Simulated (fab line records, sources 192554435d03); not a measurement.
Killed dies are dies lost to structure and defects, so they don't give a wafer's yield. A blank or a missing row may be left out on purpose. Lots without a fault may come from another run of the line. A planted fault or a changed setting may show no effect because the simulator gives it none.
A struck lot beside a sound one | flow n5_finfet | 14 steps out of a route of 1938
Sound: wafers L442.2, L442.4, L442.6. Struck: wafers L447.1, L447.4, L447.6. The cause comes at the end.
At each step with rows: each side's tool, then ch and its chambers, then its first start. Under that, the readings that differ: sound wafers | struck wafers | difference of the means | sigmas: that difference in standard deviations of wafers without a fault.
alike: readings whose means differ by less than 2 such deviations, and words and numbers that are the same on both sides. not compared: withheld readings, readings that some wafer has no value for, bounds like >300 that may hide the same value, and numbers for which the record gives no deviation and whose values overlap.
The two part at a step that has a row with sigmas, a row that says differs or no value, or rows on one side only. Numbers that don't overlap but have no deviation are shown without sigmas and don't part them. A reading that every wafer of one side lacks parts them only if that side has two wafers or more.

N5_BEOL_M3_RS_MEAS_58: measures by four-point-probe.
  sound on film_metro-01, day 7 17:09; struck on film_metro-02, day 9 01:59
  alike: M3_RS
N5_BEOL_M3_INSPECT_59: inspects for defects (darkfield).
  sound on defect_inspect-02, day 7 17:10; struck on defect_inspect-01, day 9 02:01
  alike: raw_defect_count
N5_BEOL_M4_ILD_DEP_00: deposits SiOC from DEMS/O2, target thk 79 nm, time 15.3 s.
  sound on pecvd-02 ch 1,2, day 7 17:13; struck on pecvd-02 ch 1,2, day 9 02:03
  alike: heater_power_w, showerhead_plenum_p_Torr, throttle_valve_pct
  not compared: since_wet_clean_h
N5_BEOL_M4_THK_MEAS_01:
  sound on film_metro-01, day 7 17:17; struck on film_metro-02, day 9 02:07
  alike: M4_ILD_THK
N5_BEOL_M4_PECVD_72: deposits SiO2 from TEOS/O2, target thk 16 nm, time 18 s.
  sound on pecvd-04 ch 0,1,2, day 7 17:19; struck on pecvd-04 ch 1,2, day 9 02:10
  alike: heater_power_w, showerhead_plenum_p_Torr, throttle_valve_pct
  not compared: since_wet_clean_h
N5_BEOL_M4_HM_DEP_02: deposits TiN, target thk 20 nm.
  sound on pvd_sputter-03, day 7 18:06; struck on pvd_sputter-03, day 9 03:06
  alike: throttle_valve_pct
then, 6 steps without rows for these wafers: N5_BEOL_M4_COAT_61 (time 60 s, resist thk 60 nm); N5_BEOL_M4_COAT_62 (time 60 s, resist thk 12 nm); N5_BEOL_M4_COAT_73 (time 60 s, resist thk 5 nm); N5_BEOL_M4_COAT_05 (resist thk 30 nm); N5_BEOL_M4_EBR_07; N5_BEOL_M4_SOFTBAKE_06 (time 60 s).
N5_BEOL_M4_EXPOSE_08: exposes mask M4.
  sound on euv_scanner-02 ch 0, day 7 18:22; struck on euv_scanner-02, day 9 03:34
  no value came back on the struck wafers for dipole_opening_deg (degrees), exposure_dose_mJ_cm2; on the sound wafers dipole_opening_deg (degrees) reads 79.7 79.7 79.7
  alike: mask
then, 1 step without rows for these wafers: N5_BEOL_M4_PEB_09 (peb time 60 s).

WHERE THEY PART
Only at N5_BEOL_M4_EXPOSE_08, within this record.

WHY: what the simulator had put in
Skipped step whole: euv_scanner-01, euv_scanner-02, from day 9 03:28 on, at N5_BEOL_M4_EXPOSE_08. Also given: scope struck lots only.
